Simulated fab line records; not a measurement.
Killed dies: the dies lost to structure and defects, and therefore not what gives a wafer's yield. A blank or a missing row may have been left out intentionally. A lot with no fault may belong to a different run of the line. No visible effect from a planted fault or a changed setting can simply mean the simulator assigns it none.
Struck lot and sound lot, side by side    flow nandHarc    17 steps out of a route of 1159
Sound: these wafers, L205.4, L205.5, L205.6. Wafers struck: L207.2, L207.5, L207.6. The cause is named last.
Each step with rows lists, per side, the tool, then ch with its chambers, then its first start. Under that, the readings that differ: sound wafers    struck wafers    difference of the means    sigmas: that difference in standard deviations of wafers without a fault.
alike: same words and numbers on both sides, and readings whose means sit less than 2 such deviations apart. not compared: any withheld reading, any reading some wafer has no value for, any bound like >300 that may hide the same value, and any number with overlapping values for which the record gives no deviation.
Wherever a step has rows on one side only, a row that says differs or no value, or a row with sigmas, the two part there. Non-overlapping numbers with no deviation appear without sigmas and do not part them. A reading missing from all wafers of one side parts the sides only when that side holds two or more wafers.

NHARC_P_M1_INSPECT_11:
  sound on defectInspect-02, day 7 04:43; struck on defectInspect-01, day 7 19:29
  alike: rawDefectCount
NHARC_P_M1_DESCUM_14: chemistry O2, time 3 s.
  sound on rieDiel-10 ch 1,2,3, day 7 04:49; struck on rieDiel-03 ch 0,1, day 7 19:34
  alike: drypumpMotorCurrentA, oesProductAu, rfVppV, showerheadPlenumPTorr, throttleValvePct
  not compared: rfHoursCounterH
then, 2 steps without rows for these wafers: NHARC_P_M1_ETCH_35 (etches the open film in N2/H2, target depth 40 nm, overetch 12 nm, time 43.94 s); NHARC_P_M1_ETCH_15 (etches the open film in C4F8/Ar, target depth 182.5 nm, time 91.2 s).
NHARC_P_M1_CD_MEAS_16:
  sound on cdSem-02, day 7 05:08; struck on cdSem-01, day 7 19:59
  alike: cdNm
NHARC_P_M1_STRIP_18: strips in N2/H2.
  sound on rieDiel-12 ch 0,1,2, day 7 05:18; struck on rieDiel-12 ch 0,3, day 7 20:04
  alike: drypumpMotorCurrentA, oesProductAu, rfVppV, showerheadPlenumPTorr, throttleValvePct
  not compared: rfHoursCounterH
NHARC_P_M1_ETCH_28: etches the open film in CF4/N2, target depth 30 nm, time 72.99 s.
  sound: rieDiel-12 ch 0,1,2; struck: rieDiel-12 ch 1,2,3
  alike: drypumpMotorCurrentA, oesProductAu, rfVppV, showerheadPlenumPTorr, throttleValvePct
  not compared: rfHoursCounterH
then, 3 steps without rows for these wafers: NHARC_P_M1_STRIP_19 (strips in post etch residue remover, time 600 s); NHARC_P_M1_DEGAS_29 (time 60 s); NHARC_P_M1_PRE_CLEAN_30 (time 30 s).
NHARC_P_M1_PVD_20: deposits TaN, target thk 5 nm, time 8.06 s.
  sound on pvdSputter-01; struck on pvdSputter-02
  alike: biasV, throttleValvePct
NHARC_P_M1_PVD_21: deposits Cu, target thk 30 nm, time 20.49 s.
  sound on pvdSputter-01; struck on pvdSputter-02
reading               sound           struck          difference  sigmas
throttleValvePct (%)  31.6 31.4 30.3  30.0 29.8 28.9  -1.5        -2
NHARC_P_M1_ECD_22: material Cu, target thk 400 nm.
  sound on ecdCu-02 ch 0,1, day 7 06:22; struck on ecdCu-02 ch 0,1, day 7 21:05
  no value came back on the struck wafers for bathHeatDutyPct (%), bathTempC (C); on the sound wafers bathHeatDutyPct (%) reads 6.0 5.3 6.0
then, 1 step without rows for these wafers: NHARC_P_M1_ANNEAL_31 (time 90 s).
NHARC_P_M1_CMP_23: polishes, t overpolish 20 s, target thk 157.82 nm.
  sound on cmp-04 ch 0,1,3, day 7 07:02; struck on cmp-01 ch 0,1,2, day 7 21:53
reading              sound           struck       difference  sigmas
timeToEndpointS (s)  27.5 29.0 27.7  5.1 2.7 2.1  -24.8       -14
  alike: motorCurrentA, retainingRingPressureFrac, slurryFilterDpKPa, slurryFlowMlMin
NHARC_P_M1_THK_MEAS_24: measures by xrf.
  sound on filmMetro-02, day 7 07:19; struck on filmMetro-01, day 7 22:07
reading     sound              struck          difference  sigmas
thkNm (nm)  156.9 157.5 158.3  28.5 30.9 30.5  -127.6      -99 or more
then, 1 step without rows for these wafers: NHARC_P_M1_SRD_25.

## WHERE THEY PART
At NHARC_P_M1_PVD_21 first; at NHARC_P_M1_THK_MEAS_24 last (within this record only).

WHY: the cause the simulator had injected
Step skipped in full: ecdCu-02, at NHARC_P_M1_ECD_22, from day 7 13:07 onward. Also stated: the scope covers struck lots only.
